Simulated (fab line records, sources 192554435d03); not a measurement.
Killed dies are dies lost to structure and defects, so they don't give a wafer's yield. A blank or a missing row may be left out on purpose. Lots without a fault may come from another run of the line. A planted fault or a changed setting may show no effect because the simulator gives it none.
fab line records | flow n5_finfet
record lots=7 wafers=21 last_day=18
route steps=1938 shown BEOL_M14@1720
lots that met no fault: from a run of the same line without faults
start_h: hours from the record's first day to the start of the lot's first wafer shown | wait_h: hours since the lot's step before | " the same as in the row above | L1.1+2: a row that stands for several wafers | - no value, or no start given | * or withheld: withheld | < > ~ a bound
route shown NAME@n: a module of which the file shows steps, and the number in the route of the first | usual: mean/standard deviation of fault-free wafers | same: alike in all rows | chamber/n: place in a boat | sites: the reading at each site | _std_site: their standard deviation | _edge_site: outer sites' mean less inner sites' | radius_mm: how far each site lies from the wafer's centre | mask NAME#n: copy n | behind: the tool/chamber that last shaped the wafer | hold: why the lot was held/for how many hours/how that ended | device: the transistor (n, p or np) that didn't switch | end of line: the same wafers' tests at the end of the route | a step without rows: its recipe alone | killed: dies lost to structure and defects at the first sort, not the wafer's yield | map: a wafer's dies, x killed, . not, _ none there
set.NAME: the setting as run; set.NAME@STEP: as run at that earlier step | model.NAME: the simulator's own value behind a step, which no gauge read
lots at some steps of the route; a table a step, a row a wafer
services: from which hour (start_h, from the record's first day; less than 0 if before it) a tool's chamber was out of use, for how many hours, and why
## steps
# step N5_BEOL_M14_EBR_06
# recipe solvent=PGMEA ebr_width_mm=1.5
# step N5_BEOL_M14_SOFTBAKE_05
# recipe temp_c=130 time_s=60
# step N5_BEOL_M14_EXPOSE_07
# recipe mask_id=V13 na=0.8 source_shape=annular sigma_inner=0.5 sigma_outer=0.8 polarization=unpolarized attpsm_phase_deg=180 dose_mj=57
# step N5_BEOL_M14_PEB_08
# recipe peb_temp_c=130 peb_time_s=90
# step N5_BEOL_M14_DEVELOP_09
# recipe develop_time_s=45 rinse_liquid=diw dry=air_spin dev_temp_c=21
# step N5_BEOL_M14_HARDBAKE_14
# recipe temp_c=130 time_s=120
# step N5_BEOL_M14_CD_MEAS_10
# recipe target_cd_nm=250 landing_energy_ev=500 detector=se_inlens polarity=opening
# usual cd_nm=249.6/2.6
# columns lot.wafer tool chamber start_h wait_h cd_nm
L424.3 cd_sem-03 0 275.93 - 253.7
L424.5 " 0 " " 252.0
L424.6 " 0 " " 251.2
L428.1 cd_sem-02 0 313.40 - 247.6
L428.3 " 0 " " 243.0
L428.6 " 0 " " 245.4
L430.1 cd_sem-01 0 320.04 - 248.9
L430.2 " 0 " " 249.1
L430.3 " 0 " " 247.5
L431.1 cd_sem-01 0 329.61 - 250.2
L431.2 " 0 " " 249.7
L431.6 " 0 " " 250.5
L435.3 cd_sem-02 0 349.57 - 248.6
L435.4 " 0 " " 245.6
L435.5 " 0 " " 249.8
L440.2 cd_sem-03 0 401.59 - 248.2
L440.4 " 0 " " 250.0
L440.6 " 0 " " 250.3
L442.1 cd_sem-02 0 408.38 - 253.7
L442.2 " 0 " " 252.0
L442.4 " 0 " " 248.9
# step N5_BEOL_M14_OVL_MEAS_11
# recipe points_per_wafer=44
# usual V13_OVL=-2/4.8
# columns lot.wafer tool chamber start_h wait_h V13_OVL[nm]
L424.3 overlay-02 0 275.96 0.0 1
L424.5 " 0 " " 10
L424.6 " 0 " " 1
L428.1 overlay-02 0 313.43 0.0 0
L428.3 " 0 " " 9
L428.6 " 0 " " 4
L430.1 overlay-01 0 320.07 0.0 -5
L430.2 " 0 " " -7
L430.3 " 0 " " -5
L431.1 overlay-01 0 329.64 0.0 -5
L431.2 " 0 " " 0
L431.6 " 0 " " -10
L435.3 overlay-02 0 349.60 0.0 5
L435.4 " 0 " " 4
L435.5 " 0 " " -11
L440.2 overlay-02 0 401.62 0.0 4
L440.4 " 0 " " 1
L440.6 " 0 " " 2
L442.1 overlay-01 0 408.41 0.0 8
L442.2 " 0 " " 1
L442.4 " 0 " " 0
# step N5_BEOL_M14_INSPECT_12
# recipe mode=adi inspect_instrument=macro
# usual raw_defect_count=2.1/1.3
# columns lot.wafer tool chamber start_h wait_h raw_defect_count
L424.3 defect_inspect-02 - 275.98 0.0 4
L424.5 " - " " 2
L424.6 " - " " 2
L428.1 defect_inspect-01 - 313.46 0.0 0
L428.3 " - " " 2
L428.6 " - " " 0
L430.1 defect_inspect-01 - 320.10 0.0 2
L430.2 " - " " 2
L430.3 " - " " 4
L431.1 defect_inspect-02 - 329.66 0.0 2
L431.2 " - " " 4
L431.6 " - " " 1
L435.3 defect_inspect-02 - 349.62 0.0 1
L435.4 " - " " 1
L435.5 " - " " 2
L440.2 defect_inspect-01 - 401.64 0.0 1
L440.4 " - " " 1
L440.6 " - " " 3
L442.1 defect_inspect-02 - 408.43 0.0 1
L442.2 " - " " 0
L442.4 " - " " 2
# step N5_BEOL_M14_DESCUM_15
# recipe chemistry=O2 time_s=7.9 source_power_w=50 bias_power_w=20 pressure_mtorr=20 rf_frequency_hz=2.712e+07 temp_c=40 o2_flow_sccm=225
# usual drypump_motor_current_A=5.6/0.44 oes_product_au=0.76/0.058 rf_vpp_V=243.1/1.4 showerhead_plenum_p_Torr=2.08/0.074 throttle_valve_pct=20.47/0.19
# columns lot.wafer tool chamber start_h wait_h drypump_motor_current_A oes_product_au rf_hours_counter_h rf_vpp_V showerhead_plenum_p_Torr throttle_valve_pct
L424.3 rie_diel-02 0 276.01 0.0 6.1 0.76 155 242.1 1.98 20.37
L424.5 " 1 " " 5.2 0.72 - 243.7 2.08 20.35
L424.6 " 2 " " 5.8 0.75 - 245.9 2.15 20.19
L428.1 rie_diel-01 0 313.61 0.2 6.2 0.73 173 242.4 2.02 20.73
L428.3 " 1 " " 5.8 0.76 143 242.3 2.01 20.25
L428.6 " 0 " " 6.3 0.72 - 241.6 2.02 20.72
L430.1 rie_diel-01 0 320.13 0.0 6.2 0.72 175 241.7 2.02 20.72
L430.2 " 3 " " 5.4 0.71 180 241.6 2.00 20.71
L430.3 " 2 " " 5.6 0.75 138 243.3 2.10 20.37
L431.1 rie_diel-04 0 329.69 0.0 5.5 0.88 46 245.9 2.24 20.29
L431.2 " 1 " " 5.8 0.76 167 241.6 2.12 20.63
L431.6 " 1 " " 5.8 0.76 - 242.9 2.12 20.61
L435.3 rie_diel-02 2 349.66 0.0 5.8 0.71 160 243.0 2.14 20.24
L435.4 " 0 " " 6.2 0.74 181 241.8 1.97 20.38
L435.5 " 1 " " 5.2 0.70 - 241.8 2.07 20.40
L440.2 rie_diel-01 1 401.68 0.0 5.8 0.73 174 242.6 2.00 20.31
L440.4 " 0 " " 6.3 0.69 204 243.3 2.00 20.77
L440.6 " 1 " " 5.7 0.72 - 242.0 2.00 20.30
L442.1 rie_diel-04 2 408.47 0.0 4.7 0.80 101 244.3 2.10 20.50
L442.2 " 3 " " 5.7 0.89 25 243.6 2.14 20.23
L442.4 " 1 " " 5.8 0.73 193 243.2 2.11 20.64
# step N5_BEOL_M14_ETCH_59
# recipe chemistry=N2/H2 target=BARC target_depth_a=890 overetch_a=267 time_s=67.9 ion_energy_ev=200 pressure_mtorr=30 source_w=840 bias_w=150 n2_flow_sccm=200 h2_flow_sccm=200
# usual drypump_motor_current_A=5.6/0.44 oes_product_au=0.65/0.044 rf_vpp_V=523.4/2.6 showerhead_plenum_p_Torr=2.53/0.1 throttle_valve_pct=17.97/0.2
# columns lot.wafer tool chamber start_h wait_h drypump_motor_current_A oes_product_au rf_hours_counter_h rf_vpp_V showerhead_plenum_p_Torr throttle_valve_pct
L424.3 rie_diel-02 0 276.05 0.0 6.1 0.65 155 520.7 2.42 17.90
L424.5 " 1 " " 5.2 0.62 - 524.3 2.54 17.95
L424.6 " 2 " " 5.8 0.65 - 527.4 2.68 18.08
L428.1 rie_diel-01 0 313.65 0.0 6.2 0.61 173 520.6 2.40 17.91
L428.3 " 1 " " 5.8 0.65 143 521.8 2.42 17.56
L428.6 " 0 " " 6.3 0.62 - 519.9 2.40 17.91
L430.1 rie_diel-01 0 320.17 0.0 6.2 0.61 175 521.4 2.40 17.92
L430.2 " 3 " " 5.5 0.61 180 520.9 2.44 18.24
L430.3 " 2 " " 5.6 0.65 138 522.9 2.55 17.79
L431.1 rie_diel-04 0 329.73 0.0 5.5 0.74 46 527.4 2.72 17.80
L431.2 " 1 " " 5.8 0.64 167 523.6 2.54 17.85
L431.6 " 1 " " 5.8 0.64 - 523.1 2.54 17.85
L435.3 rie_diel-02 2 349.69 0.0 5.8 0.62 160 527.1 2.67 18.12
L435.4 " 0 " " 6.1 0.63 181 522.2 2.41 17.95
L435.5 " 1 " " 5.2 0.61 - 524.1 2.53 18.00
L440.2 rie_diel-01 1 401.71 0.0 5.7 0.63 174 520.5 2.40 17.61
L440.4 " 0 " " 6.3 0.59 204 521.6 2.39 17.97
L440.6 " 1 " " 5.7 0.63 - 520.7 2.40 17.62
L442.1 rie_diel-04 2 408.50 0.0 4.7 0.67 101 524.1 2.59 18.27
L442.2 " 3 " " 5.7 0.76 25 525.0 2.59 17.73
L442.4 " 1 " " 5.8 0.63 193 524.4 2.53 17.88
# step N5_BEOL_M14_VIA_ETCH_16
# recipe chemistry=C4F8/O2/Ar target=SiO2 he_inner_torr=15 he_outer_torr=30 target_depth_a=12313 time_s=withheld ion_energy_ev=800 pressure_mtorr=20 source_w=1905 bias_w=2040 Ar_flow_sccm=400 C4F8_flow_sccm=16 O2_flow_sccm=12 ends=cleared
# usual O2_flow_sccm=12.00/0.032 drypump_motor_current_A=5.6/0.43 oes_f_703_au=0.76/0.07 oes_product_au=0.68/0.052 rf_vpp_V=2225/68 showerhead_plenum_p_Torr=3.42/0.12 throttle_valve_pct=30.91/0.29
# columns lot.wafer tool chamber start_h wait_h O2_flow_sccm drypump_motor_current_A oes_f_703_au oes_product_au rf_vpp_V showerhead_plenum_p_Torr throttle_valve_pct
L424.3 rie_diel-02 0 276.10 0.0 12.00 6.2 0.75 0.69 2312 3.27 30.69
L424.5 " 1 " " 12.02 5.2 0.72 0.65 2262 3.46 31.15
L424.6 " 2 " " 11.98 5.8 0.71 0.66 2171 3.62 31.24
L428.1 rie_diel-01 0 313.70 0.0 11.93 6.2 0.73 0.66 2104 3.26 30.76
L428.3 " 1 " " 11.97 5.8 0.73 0.68 2265 3.33 30.73
L428.6 " 0 " " 11.96 6.3 0.74 0.65 2104 3.26 30.78
L430.1 rie_diel-01 0 320.22 0.0 11.95 6.2 0.75 0.66 2104 3.26 30.78
L430.2 " 3 " " 12.00 5.4 0.71 0.65 2303 3.31 31.22
L430.3 " 2 " " 11.99 5.6 0.79 0.68 2175 3.40 30.38
L431.1 rie_diel-04 0 329.78 0.0 11.98 5.5 0.91 0.80 2253 3.61 30.56
L431.2 " 1 " " 11.99 5.8 0.71 0.68 2287 3.49 31.26
L431.6 " 1 " " 12.01 5.8 0.72 0.68 2286 3.49 31.27
L435.3 rie_diel-02 2 349.74 0.0 12.03 5.7 0.69 0.64 2172 3.61 31.27
L435.4 " 0 " " 12.02 6.2 0.73 0.67 2310 3.26 30.71
L435.5 " 1 " " 12.05 5.2 0.70 0.64 2260 3.44 31.17
L440.2 rie_diel-01 1 401.76 0.0 11.91 5.8 0.71 0.66 2262 3.32 30.77
L440.4 " 0 " " 11.98 6.2 0.72 0.64 2103 3.25 30.79
L440.6 " 1 " " 12.01 5.8 0.71 0.66 2265 3.32 30.78
L442.1 rie_diel-04 2 408.55 0.0 12.04 4.7 0.81 0.72 2115 3.48 31.22
L442.2 " 3 " " 11.99 5.6 0.89 0.80 2222 3.50 30.72
L442.4 " 1 " " 11.99 5.8 0.70 0.65 2285 3.47 31.29
# step N5_BEOL_M14_STRIP_63
# recipe chemistry=O2 power_w=600 temp_c=60 pressure_mtorr=30 rf_frequency_hz=6e+07 bias_power_w=0 overash_fraction=0.3 o2_flow_sccm=225
# usual bias_power_w=0/0 chamber_pressure_mTorr=30.00/0.053 drypump_motor_current_A=5.6/0.44 oes_product_au=0.76/0.057 rf_vpp_V=3.6/0.89 showerhead_plenum_p_Torr=2.08/0.074 throttle_valve_pct=16.72/0.18
# columns lot.wafer tool chamber start_h wait_h bias_power_w chamber_pressure_mTorr drypump_motor_current_A oes_product_au rf_hours_counter_h rf_vpp_V showerhead_plenum_p_Torr throttle_valve_pct model.coat_of_BEOL_M14_COAT_04.thk_nm
L424.3 rie_diel-02 0 276 - 0 30.00 6.1 0.75 155 3.2 1.98 16.68 0
L424.5 " 1 " " 0 30.01 5.2 0.72 - 3.6 2.08 16.61 0
L424.6 " 2 " " 0 30.00 5.8 0.75 - 3.6 2.16 16.45 0
L428.1 rie_diel-01 0 313 - 0 29.96 6.1 0.72 173 3.4 2.02 16.97 0
L428.3 " 1 " " 0 30.06 5.8 0.74 143 3.7 2.02 16.53 0
L428.6 " 0 " " 0 29.97 6.2 0.73 - 2.9 2.02 16.98 0
L430.1 rie_diel-01 0 320 - - - - - - - - - 437.6
L430.2 " 3 " " - - - - - - - - 452
L430.3 " 2 " " - - - - - - - - 450.8
L431.1 rie_diel-04 0 329 - - - - - - - - - 451.4
L431.2 " 1 " " - - - - - - - - 453.4
L431.6 " 1 " " - - - - - - - - 447.2
L435.3 rie_diel-02 2 349 - - - - - - - - - 465.4
L435.4 " 0 " " - - - - - - - - 454.8
L435.5 " 1 " " - - - - - - - - 455.6
L440.2 rie_diel-01 1 401 - 0 30.05 5.8 0.74 174 4.8 2.01 16.61 0
L440.4 " 0 " " 0 30.06 6.2 0.70 204 3.6 2.01 17.03 0
L440.6 " 1 " " 0 29.97 5.8 0.72 - 2.4 2.01 16.59 0
L442.1 rie_diel-04 2 408 - 0 29.89 4.7 0.80 101 4.3 2.10 16.75 0
L442.2 " 3 " " 0 29.96 5.6 0.89 25 2.6 2.14 16.44 0
L442.4 " 1 " " 0 30.03 5.8 0.73 193 3.1 2.11 16.85 0
# step N5_BEOL_M14_STRIP_64
# recipe chemistry=O2 power_w=600 temp_c=60 pressure_mtorr=30 rf_frequency_hz=6e+07 bias_power_w=0 overash_fraction=0.3 o2_flow_sccm=225
# usual chamber_pressure_mTorr=29.999/0.025 drypump_motor_current_A=5.6/0.44 oes_product_au=0.75/0.058 rf_vpp_V=3.7/0.45 showerhead_plenum_p_Torr=2.08/0.074 throttle_valve_pct=16.72/0.19
# same bias_power_w=0
# columns lot.wafer tool chamber start_h wait_h chamber_pressure_mTorr drypump_motor_current_A oes_product_au rf_hours_counter_h rf_vpp_V showerhead_plenum_p_Torr throttle_valve_pct
L424.3 rie_diel-02 0 - - 29.997 6.1 0.77 155 3.8 1.98 16.66
L424.5 " 1 " " 29.962 5.2 0.72 - 3.3 2.08 16.64
L424.6 " 2 " " 30.012 5.8 0.75 - 4.5 2.16 16.43
L428.1 rie_diel-01 0 - - 29.941 6.2 0.72 174 4.1 2.02 16.96
L428.3 " 1 " " 29.982 5.8 0.75 143 3.6 2.02 16.54
L428.6 " 0 " " 30.048 6.2 0.72 - 3.2 2.02 16.97
L430.1 rie_diel-01 0 - - 29.974 6.2 0.71 176 4.7 2.02 17.00
L430.2 " 3 " " 30.053 5.5 0.72 180 3.6 2.01 16.99
L430.3 " 2 " " 29.898 5.6 0.76 138 1.9 2.11 16.65
L431.1 rie_diel-04 0 - - 29.986 5.6 0.87 46 4.8 2.24 16.47
L431.2 " 1 " " 29.965 5.8 0.75 167 3.3 2.12 16.80
L431.6 " 1 " " 29.939 5.8 0.75 - 4.0 2.12 16.80
L435.3 rie_diel-02 2 - - 29.971 5.8 0.71 160 3.3 2.15 16.51
L435.4 " 0 " " 29.940 6.2 0.75 181 3.9 1.98 16.69
L435.5 " 1 " " 29.963 5.2 0.71 - 5.3 2.07 16.66
L440.2 rie_diel-01 1 - - 30.022 5.7 0.72 174 3.5 2.01 16.61
L440.4 " 0 " " 29.988 6.2 0.69 204 3.9 2.01 17.05
L440.6 " 1 " " 30.007 5.8 0.72 - 3.6 2.01 16.61
L442.1 rie_diel-04 2 - - 29.970 4.7 0.80 101 4.1 2.10 16.76
L442.2 " 3 " " 30.011 5.6 0.89 25 3.7 2.14 16.43
L442.4 " 1 " " 29.962 5.8 0.74 193 4.4 2.11 16.84
## services
# columns tool chamber start_h hours kind
rie_diel-02 0 254.07 3.1 repair
rie_diel-04 1 304.65 10.7 repair
rie_diel-04 3 315.41 - clean
rie_diel-04 3 315.41 - consumable_replace:focus_ring
rie_diel-02 - 322.87 0.1 repair
rie_diel-04 - 344.56 3.4 repair
rie_diel-02 3 357.61 11.6 repair
rie_diel-04 0 361.76 5.4 repair
rie_diel-04 2 370.83 6.1 repair
rie_diel-02 2 402.16 18.0 repair
## key
first_sign step=N5_BEOL_M14_STRIP_63 reading=tool_record direction=missing
effect none on later readings
model_effect step=N5_BEOL_M14_STRIP_63 value=coat_of_BEOL_M14_COAT_04.thk_nm without=0 struck=452
met_at N5_BEOL_M14_STRIP_63
struck_wafers L430.1,L430.2,L430.3,L431.1,L431.2,L431.6,L435.3,L435.4,L435.5
fault kind=skipped_step_whole tool=rie_diel-01,rie_diel-02,rie_diel-04 chamber=- onset_h=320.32 steps=N5_BEOL_M14_STRIP_63 scope=struck_lots_only
